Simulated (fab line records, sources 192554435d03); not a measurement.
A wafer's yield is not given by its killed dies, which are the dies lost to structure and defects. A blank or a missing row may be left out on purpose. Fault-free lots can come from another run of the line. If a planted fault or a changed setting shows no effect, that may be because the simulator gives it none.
fab line records | flow n5_finfet
record: lots: 10 wafers: 30 last_day: 17
route steps=1938 shown WELL_APT@50 PMOS_HMC_CHANNEL_EPI@58 BEOL_M4@1111
lots that met no fault: taken from a fault-free run of the same line
start_h: the number of hours between the record's first day and the start of the first shown wafer of the lot | wait_h: time in hours since the lot's previous step | " unchanged from the row above | L1.1+2: several wafers, shown together as one row | - no value, or no start was given | * or withheld: withheld | < > ~ a bound
route shown NAME@n: NAME is a module with steps in the file, n the number in the route of the first one | usual: the fault-free wafers' mean and standard deviation | same: alike in all rows | chamber/n: place in a boat | sites: each site's reading | _std_site: standard deviation of those values | _edge_site: the outer-site mean with the inner-site mean subtracted | radius_mm: how far each site lies from the wafer's centre | mask NAME#n: copy n | behind: the tool/chamber that last shaped the wafer | hold: why the lot was held/for how many hours/how that ended | device: the transistor (n, p or np) that didn't switch | end of line: the same wafers' tests at the end of the route | for a step that has no rows: nothing shown but its recipe | killed: not the wafer's yield, but the dies lost to structure and defects at the first sort | map: a wafer's dies, marking killed ones x, the rest . and places with no die _
set.NAME: the setting as run; set.NAME@STEP: as run at that earlier step | model.NAME: the simulator's own value behind a step, which no gauge read
route steps across a sampled set of lots; one table per step, one row per wafer
services: from which hour (start_h, from the record's first day; less than 0 if before it) a tool's chamber was out of use, for how many hours, and why
== steps ==
step: N5_WELL_APT_RTA_34
recipe: temp_c: 1000 time_s: 10 ambient: N2 idle_temp_c: 600 ramp_up_c_per_s: 150 ramp_down_c_per_s: 60 cool_to_c: 600
usual: lamp_power_pct: 13.00/0.055 wafer_temp_C_max: 1003.5/0.99
columns lot.wafer tool chamber start_h wait_h lamp_power_pct wafer_temp_C_max
L549.1 rtp_anneal-02 0 39.65 0.0 13.01 1004.1
L549.2 " 0 " " 12.98 1003.6
L549.4 " 0 " " 12.99 1003.0
L551.2 rtp_anneal-02 0 52.02 0.0 13.08 1003.9
L551.3 " 0 " " 12.96 1002.6
L551.4 " 0 " " 13.01 1002.1
L553.1 rtp_anneal-01 0 63.85 0.0 12.90 1002.7
L553.3 " 0 " " 13.06 1003.0
L553.6 " 0 " " 13.01 1001.7
L556.1 rtp_anneal-01 0 82.03 0.1 13.01 1003.8
L556.4 " 0 " " 12.98 1004.6
L556.5 " 0 " " 13.12 1003.6
L558.1 rtp_anneal-01 0 93.80 0.0 12.92 1001.3
L558.3 " 0 " " 13.02 1003.0
L558.5 " 0 " " 13.06 1003.0
L561.2 rtp_anneal-01 0 111.83 0.0 13.07 1004.3
L561.3 " 0 " " 13.12 1003.6
L561.4 " 0 " " 12.97 1003.4
L562.3 rtp_anneal-01 0 118.13 0.2 13.04 1004.4
L562.4 " 0 " " 13.05 1003.9
L562.6 " 0 " " 13.00 1003.6
L563.1 rtp_anneal-02 0 124.13 0.0 13.05 1004.0
L563.2 " 0 " " 12.94 1003.4
L563.5 " 0 " " 13.04 1002.6
L566.1 rtp_anneal-01 0 141.81 0.0 13.05 1005.7
L566.4 " 0 " " 12.96 1003.1
L566.5 " 0 " " 12.93 1002.9
L567.1 rtp_anneal-02 0 148.04 0.0 13.08 1002.9
L567.2 " 0 " " 12.99 1002.1
L567.6 " 0 " " 13.04 1004.2
step: N5_PMOS_HMC_CHANNEL_EPI_COAT_31
recipe: resist: BARC temp_c: 205 time_s: 60 spin_rpm: 1500 resist_thk_nm: 66
usual: chill_plate_temp_C: 23.01/0.095 heater_power_total_W: 391.8/1.2 plate_temp_C: 204.97/0.16
columns lot.wafer tool chamber start_h wait_h chill_plate_temp_C heater_power_total_W plate_temp_C
L549.1 litho_track-03 0 40.61 0.0 22.99 391.6 205.02
L549.2 " 0 " " 22.94 392.9 205.04
L549.4 " 0 " " 23.04 392.9 205.24
L551.2 litho_track-05 0 53.17 0.0 22.87 393.5 205.08
L551.3 " 0 " " 22.95 392.8 205.10
L551.4 " 0 " " 22.97 391.7 204.90
L553.1 litho_track-01 0 65.02 0.0 23.18 391.4 204.70
L553.3 " 0 " " 23.17 393.5 204.95
L553.6 " 0 " " 23.21 392.7 204.85
L556.1 litho_track-01 0 83.01 0.0 22.94 393.3 204.73
L556.4 " 0 " " 22.97 389.8 205.19
L556.5 " 0 " " 23.03 392.7 205.21
L558.1 litho_track-05 0 94.97 0.0 22.94 392.3 205.16
L558.3 " 0 " " 22.93 391.5 204.72
L558.5 " 0 " " 23.10 393.7 205.00
L561.2 litho_track-05 0 112.98 0.0 23.14 411.7 214.48
L561.3 " 0 " " 23.08 416.3 214.48
L561.4 " 0 " " 22.97 411.7 214.47
L562.3 litho_track-05 0 119.06 0.0 23.01 416.2 214.48
L562.4 " 0 " " 22.90 416.3 214.58
L562.6 " 0 " " 22.97 413.2 214.12
L563.1 litho_track-05 0 125.29 0.0 22.82 416.0 214.60
L563.2 " 0 " " 22.71 416.5 214.45
L563.5 " 0 " " 22.84 415.0 214.55
L566.1 litho_track-03 0 142.77 0.0 23.04 390.7 204.67
L566.4 " 0 " " 22.95 391.4 204.59
L566.5 " 0 " " 23.13 392.8 204.79
L567.1 litho_track-03 0 149.21 0.0 23.08 391.0 204.89
L567.2 " 0 " " 23.00 390.5 204.87
L567.6 " 0 " " 23.03 389.9 204.90
step: N5_PMOS_HMC_CHANNEL_EPI_OVL_MEAS_10
recipe: points_per_wafer: 44
usual: PMOS_HMC_BLK_OVL: 0.5/0.65
columns lot.wafer tool chamber start_h wait_h PMOS_HMC_BLK_OVL[nm]
L549.1 overlay-01 0 40.87 0.0 0.6
L549.2 " 0 " " 0.1
L549.4 " 0 " " 0.6
L551.2 overlay-01 0 53.55 0.0 1.0
L551.3 " 0 " " 0.7
L551.4 " 0 " " 0.8
L553.1 overlay-02 0 65.27 0.0 1.0
L553.3 " 0 " " 1.8
L553.6 " 0 " " -0.3
L556.1 overlay-01 0 83.26 0.0 1.1
L556.4 " 0 " " 1.4
L556.5 " 0 " " 0.7
L558.1 overlay-01 0 95.23 0.0 1.2
L558.3 " 0 " " 0.9
L558.5 " 0 " " 0.7
L561.2 overlay-01 0 113.36 0.0 0.8
L561.3 " 0 " " -0.4
L561.4 " 0 " " -0.1
L562.3 overlay-02 0 119.44 0.0 0.8
L562.4 " 0 " " -0.3
L562.6 " 0 " " 0.6
L563.1 overlay-01 0 125.67 0.0 0.0
L563.2 " 0 " " 0.9
L563.5 " 0 " " 0.0
L566.1 overlay-02 0 143.15 0.0 1.0
L566.4 " 0 " " 1.9
L566.5 " 0 " " 0.8
L567.1 overlay-02 0 149.59 0.0 0.3
L567.2 " 0 " " -1.5
L567.6 " 0 " " -0.7
step: N5_PMOS_HMC_CHANNEL_EPI_DESCUM_14
recipe: chemistry: O2 time_s: 7.9 source_power_w: 50 bias_power_w: 20 pressure_mtorr: 20 rf_frequency_hz: 2.712e+07 temp_c: 40 resist: CAR-ArF-block o2_flow_sccm: 225
usual: drypump_motor_current_A: 5.9/0.38 oes_product_au: 0.78/0.063 rf_vpp_V: 243.4/1.3 showerhead_plenum_p_Torr: 2.11/0.06 throttle_valve_pct: 20.47/0.17
columns lot.wafer tool chamber start_h wait_h drypump_motor_current_A oes_product_au rf_hours_counter_h rf_vpp_V showerhead_plenum_p_Torr throttle_valve_pct
L549.1 rie_diel-02 0 41.03 0.1 5.8 0.78 163 242.3 2.09 20.56
L549.2 " 1 " " 6.0 0.83 70 243.1 2.04 20.74
L549.4 " 3 " " 5.8 0.74 187 241.2 2.07 20.13
L551.2 rie_diel-05 2 53.60 0.0 5.3 0.74 148 243.6 2.19 20.23
L551.3 " 1 " " 6.4 0.69 196 245.4 2.18 20.43
L551.4 " 0 " " 6.1 0.90 24 244.5 2.13 20.47
L553.1 rie_diel-02 1 65.34 0.0 6.0 0.82 77 243.7 2.04 20.77
L553.3 " 0 " " 5.8 0.76 170 242.0 2.09 20.58
L553.6 " 0 " " 5.7 0.77 - 242.1 2.09 20.57
L556.1 rie_diel-02 2 83.70 0.4 6.3 0.76 144 245.1 2.19 20.57
L556.4 " 3 " " 5.9 0.74 198 242.1 2.07 20.14
L556.5 " 0 " " 5.8 0.77 - 243.1 2.09 20.58
L558.1 rie_diel-05 3 95.28 0.0 6.1 0.81 75 242.5 2.05 20.42
L558.3 " 0 " " 6.1 0.87 39 243.1 2.13 20.52
L558.5 " 1 " " 6.3 0.69 - 244.2 2.17 20.43
L561.2 rie_diel-05 3 113.52 0.1 6.2 0.82 78 241.7 2.05 20.43
L561.3 " 0 " " 6.1 0.86 44 243.6 2.13 20.52
L561.4 " 2 " " 5.3 0.73 167 245.1 2.18 20.27
L562.3 rie_diel-04 1 119.49 0.0 5.2 0.92 20 243.8 2.14 20.42
L562.4 " 3 " " 5.3 0.69 230 240.4 2.08 20.29
L562.6 " 1 " " 5.2 0.92 - 244.8 2.14 20.40
L563.1 rie_diel-04 3 125.73 0.0 5.3 0.69 232 242.1 2.08 20.31
L563.2 " 2 " " 6.2 0.76 145 242.9 2.09 20.63
L563.5 " 0 " " 5.2 0.73 - 241.3 1.99 20.42
L566.1 rie_diel-05 2 143.59 0.4 5.3 0.72 176 244.1 2.18 20.29
L566.4 " 3 " " 6.1 0.81 - 241.3 2.04 20.45
L566.5 " 2 " " 5.3 0.72 - 243.4 2.18 20.28
L567.1 rie_diel-04 2 149.65 0.0 6.2 0.75 152 242.8 2.09 20.66
L567.2 " 0 " " 5.2 0.73 185 242.4 1.98 20.42
L567.6 " 0 " " 5.2 0.72 - 242.0 1.98 20.43
step: N5_BEOL_M4_RC_MEAS_101
usual: DIBL_N: 36.3/1.7 DIBL_P: 36.5/1.8 IOFF_N: 0.16/0.033 IOFF_P: 0.21/0.037 ION_N: 675/11 ION_P: 462/7.9 SS_N: 71.6/0.64 SS_P: 73.3/0.68 VT_N: 249/3.3 VT_P: -250/3.3
columns lot.wafer tool chamber start_h wait_h DIBL_N[mV/V] DIBL_P[mV/V] IOFF_N[nA/um] IOFF_P[nA/um] ION_N[uA/um] ION_P[uA/um] SS_N[mV/dec] SS_P[mV/dec] VT_N[mV] VT_P[mV]
L549.1 prober-01 0 182.71 0.0 36.4 35.8 0.15 0.22 672 463 72.0 72.9 249 -248
L549.2 " 0 " " 38.2 38.6 0.19 0.26 682 470 71.9 74.6 245 -246
L549.4 " 0 " " 37.6 37.2 0.16 0.24 671 466 72.3 74.0 250 -245
L551.2 prober-01 0 202.29 0.2 37.3 38.4 0.18 0.24 680 466 72.3 72.8 247 -251
L551.3 " 0 " " 36.6 36.7 0.17 0.22 688 459 71.7 72.8 250 -253
L551.4 " 0 " " 37.0 37.8 0.17 0.24 676 465 72.3 73.0 249 -248
L553.1 prober-02 0 207.58 0.0 37.4 38.4 0.18 0.24 660 460 72.2 73.5 251 -247
L553.3 " 0 " " 35.1 34.8 0.14 0.18 658 445 71.9 72.8 254 -251
L553.6 " 0 " " 32.3 33.3 0.11 0.16 657 457 70.5 72.1 255 -254
L556.1 prober-01 0 225.25 0.0 35.8 36.3 0.16 0.20 684 464 71.3 72.9 249 -251
L556.4 " 0 " " 35.6 34.7 0.15 0.17 666 450 71.1 72.7 249 -253
L556.5 " 0 " " 34.2 33.9 0.13 0.17 657 448 71.1 72.1 251 -253
L558.1 prober-02 0 250.98 0.0 38.8 39.3 0.21 0.25 672 458 71.6 74.9 245 -249
L558.3 " 0 " " 36.4 34.7 0.15 0.17 665 448 71.3 72.5 253 -253
L558.5 " 0 " " 38.9 38.0 0.21 0.22 676 453 72.8 74.5 248 -250
L561.2 prober-02 0 258.71 0.2 38.3 38.1 0.17 0.20 681 455 72.2 74.4 250 -254
L561.3 " 0 " " 37.4 36.6 0.15 0.19 660 457 72.0 73.6 252 -255
L561.4 " 0 " " 39.3 38.4 0.17 0.20 661 450 73.0 73.8 251 -253
L562.3 prober-02 0 264.16 0.3 37.3 35.4 0.16 0.22 675 466 71.4 72.8 247 -246
L562.4 " 0 " " 35.6 34.2 0.15 0.22 703 481 71.4 72.5 246 -244
L562.6 " 0 " " 35.4 34.3 0.14 0.21 677 469 71.2 72.8 249 -245
L563.1 prober-02 0 270.29 0.0 37.0 38.3 0.22 0.22 705 462 72.0 73.2 243 -251
L563.2 " 0 " " 38.2 39.1 0.23 0.23 686 456 72.5 73.7 244 -248
L563.5 " 0 " " 37.9 38.9 0.24 0.23 683 458 72.2 73.6 240 -250
L566.1 prober-02 0 291.64 0.0 40.0 40.9 0.28 0.27 717 475 72.9 74.6 241 -250
L566.4 " 0 " " 38.2 38.7 0.23 0.24 695 461 73.1 74.5 242 -249
L566.5 " 0 " " 37.6 37.9 0.21 0.22 687 459 71.7 73.4 245 -251
L567.1 prober-02 0 298.18 0.0 36.2 35.1 0.14 0.17 662 447 71.2 73.8 253 -251
L567.2 " 0 " " 37.3 36.3 0.16 0.18 677 458 72.1 73.9 249 -254
L567.6 " 0 " " 37.5 37.0 0.16 0.20 673 458 71.5 74.2 247 -253
== services ==
columns tool chamber start_h hours kind
rie_diel-05 1 20.85 5.0 repair
rie_diel-05 0 35.38 14.7 repair
rie_diel-02 - 50.71 2.8 repair
rie_diel-05 1 75.65 12.2 repair
litho_track-05 - 76.80 - consumable_replace:filter
litho_track-03 - 81.48 - consumable_replace:filter
rie_diel-04 3 102.34 4.6 repair
rie_diel-02 2 104.30 10.3 repair
rie_diel-05 3 106.16 6.8 repair
rie_diel-05 1 139.32 17.3 repair
rie_diel-02 3 143.02 4.5 repair
== key ==
first_sign: step: N5_PMOS_HMC_CHANNEL_EPI_COAT_31 reading: plate_temp_C direction: up sigmas: 58 usual: * struck: *
effect: step: N5_PMOS_HMC_CHANNEL_EPI_COAT_31 reading: heater_power_total_W direction: up sigmas: 19 usual: * struck: *
met_at N5_PMOS_HMC_CHANNEL_EPI_COAT_31
struck_lots L561,L562,L563
not_acting_at N5_WELL_APT_RTA_34,N5_PMOS_HMC_CHANNEL_EPI_OVL_MEAS_10,N5_PMOS_HMC_CHANNEL_EPI_DESCUM_14
onset_between 94.97 112.98
fault: kind: process_parameter_drift tool: litho_track-05 chamber: - onset_h: 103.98 steps: N5_PMOS_HMC_CHANNEL_EPI_COAT_31 channel: temp_c offset: * shape: step end_h: 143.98 acts_in: * stated: *
